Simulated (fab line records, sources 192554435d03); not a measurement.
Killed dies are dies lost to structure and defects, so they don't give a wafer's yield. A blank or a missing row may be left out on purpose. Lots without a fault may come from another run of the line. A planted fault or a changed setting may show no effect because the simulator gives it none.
Split-lot experiment | flow n5_finfet | 7 lots, 21 wafers read, on a route of 1938 steps

THE SPLIT
At N5_FIN_CUT_COAT_19 (time 60 s, resist thk 20 nm), the setting spin_rpm was moved away from the recipe's 1500 rpm on 9 of the 21 wafers read, by -5.5% to +3.9%. The other wafers ran this setting at the recipe's value.

FROM THE SPLIT TO THE READING: what the file shows between them, 5 steps
- N5_FIN_CUT_COAT_29: time 60 s, resist thk 10 nm
- N5_FIN_CUT_COAT_02: resist thk 30 nm
- N5_FIN_CUT_DESCUM_13: chemistry O2, time 7 s
- N5_FIN_CUT_ETCH_30: etches underlayer in N2/H2, target depth 13 nm, time 10.4 s
- N5_FIN_CUT_ETCH_20: etches SiARC in CF4, target depth 26 nm, time 43.3 s

THE READING
SiARC_of_FIN_CUT_COAT_19.thk_nm (the simulator's own value, which no gauge read), in nm, at N5_FIN_CUT_ETCH_21 (etches SOC in N2/H2, target depth 219 nm, overetch 43.8 nm, time 523.5 s). The file gives no usual value for it. The 12 wafers here that ran the recipe average 11.8 nm, standard deviation 0.16 nm.

wafer  | tool, chamber at the split | spin_rpm as run, rpm | against the recipe | SiARC_of_FIN_CUT_COAT_19.thk_nm, nm | against lot-mates on the recipe
L076.1 | litho_track-01, 0          | 1500                 | recipe             | 11.6                                | -
L076.3 | litho_track-01, 0          | 1500                 | recipe             | 11.8                                | -
L076.5 | litho_track-01, 0          | 1500                 | recipe             | 11.8                                | -
L077.2 | litho_track-02, 0          | 1500                 | recipe             | 11.6                                | -
L077.3 | litho_track-02, 0          | 1439                 | -4.1%              | 12                                  | +0.4
L077.6 | litho_track-02, 0          | 1439                 | -4.1%              | 12.2                                | +0.6
L078.3 | litho_track-04, 0          | 1500                 | recipe             | 11.8                                | -
L078.4 | litho_track-04, 0          | 1444                 | -3.7%              | 12                                  | +0.1
L078.6 | litho_track-04, 0          | 1500                 | recipe             | 12                                  | -
L080.3 | litho_track-02, 0          | 1558                 | +3.9%              | 11.4                                | -0.4
L080.5 | litho_track-02, 0          | 1558                 | +3.9%              | 11.4                                | -0.4
L080.4 | litho_track-02, 0          | 1500                 | recipe             | 11.8                                | -
L083.3 | litho_track-04, 0          | 1552                 | +3.5%              | 11.6                                | -0.4
L083.6 | litho_track-04, 0          | 1552                 | +3.5%              | 11.6                                | -0.4
L083.5 | litho_track-04, 0          | 1500                 | recipe             | 12                                  | -
L086.1 | litho_track-04, 0          | 1500                 | recipe             | 12                                  | -
L086.3 | litho_track-04, 0          | 1500                 | recipe             | 12                                  | -
L086.5 | litho_track-04, 0          | 1500                 | recipe             | 12                                  | -
L091.1 | litho_track-02, 0          | 1418                 | -5.5%              | 12.4                                | +0.8
L091.4 | litho_track-02, 0          | 1418                 | -5.5%              | 12.4                                | +0.8
L091.3 | litho_track-02, 0          | 1500                 | recipe             | 11.6                                | -

THE FIT
A straight line over all 21 wafers: SiARC_of_FIN_CUT_COAT_19.thk_nm changes by -0.0873 nm for each +1% of spin_rpm; r = -0.86; the points scatter about the line by 0.15 nm.
The same after taking each lot's own level away (the mean of its wafers on the recipe; 21 wafers): -0.118 nm for each +1%; r = -0.95; scatter 0.11 nm.
On that fit, the largest move of spin_rpm shifts the reading by 0.65 nm.
The lots' own levels span 11.60 to 12.00 nm, that is 2.5 times the standard deviation above.
So the lot-to-lot level changes the slope: the two fits differ.
Check: with one of the wafers moved furthest among these (-5.5%) left out of the fit, the line predicts +0.613 nm for it against its lot-mates. It came out at +0.8 nm against them.

OTHER SPLITS ON THESE WAFERS
These wafers also went through other splits before the reading. Each is held against what the fit with the lots' levels taken away leaves over:
other split on the same wafers                    | wafers away from the commonest value | r with SiARC_of_FIN_CUT_COAT_19.thk_nm (lot level and that fit taken away)
N5_ZERO_LAYER_COAT_05 spin_rpm                    | 8                                    | +0.32
N5_ZERO_LAYER_EXPOSE_08 dose_mj                   | 9                                    | -0.61
N5_PMOS_HMC_CHANNEL_EPI_PEB_07 peb_time_s         | 8                                    | +0.27
N5_PMOS_HMC_CHANNEL_EPI_DEVELOP_08 develop_time_s | 11                                   | -0.17
N5_FIN_SAQP_EXPOSE_13 dose_mj                     | 5                                    | -0.04
N5_FIN_SAQP_DEVELOP_15 develop_time_s             | 9                                    | -0.23

THE WHOLE CHAIN: every reading that the file lists as answering this split, in the file's order
step               | what it does                                                             | reading                                                                          | change (the file's fit)                | r (the file's)
N5_FIN_CUT_COAT_19 | time 60 s, resist thk 20 nm                                              | SiARC_of_FIN_CUT_COAT_19.thk_nm (the simulator's own value, which no gauge read) | -0.0989 nm for each +1% of the setting | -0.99
N5_FIN_CUT_ETCH_20 | etches SiARC in CF4, target depth 26 nm, time 43.3 s                     | etch.depth_nm (the simulator's own value, which no gauge read)                   | -0.0967 nm for each +1% of the setting | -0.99
N5_FIN_CUT_ETCH_21 | etches SOC in N2/H2, target depth 219 nm, overetch 43.8 nm, time 523.5 s | SiARC_of_FIN_CUT_COAT_19.thk_nm (the simulator's own value, which no gauge read) | -0.111 nm for each +1% of the setting  | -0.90

THE FILE'S OWN FIT
SiARC_of_FIN_CUT_COAT_19.thk_nm changes by -0.111 nm for each +1% of spin_rpm, r = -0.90.
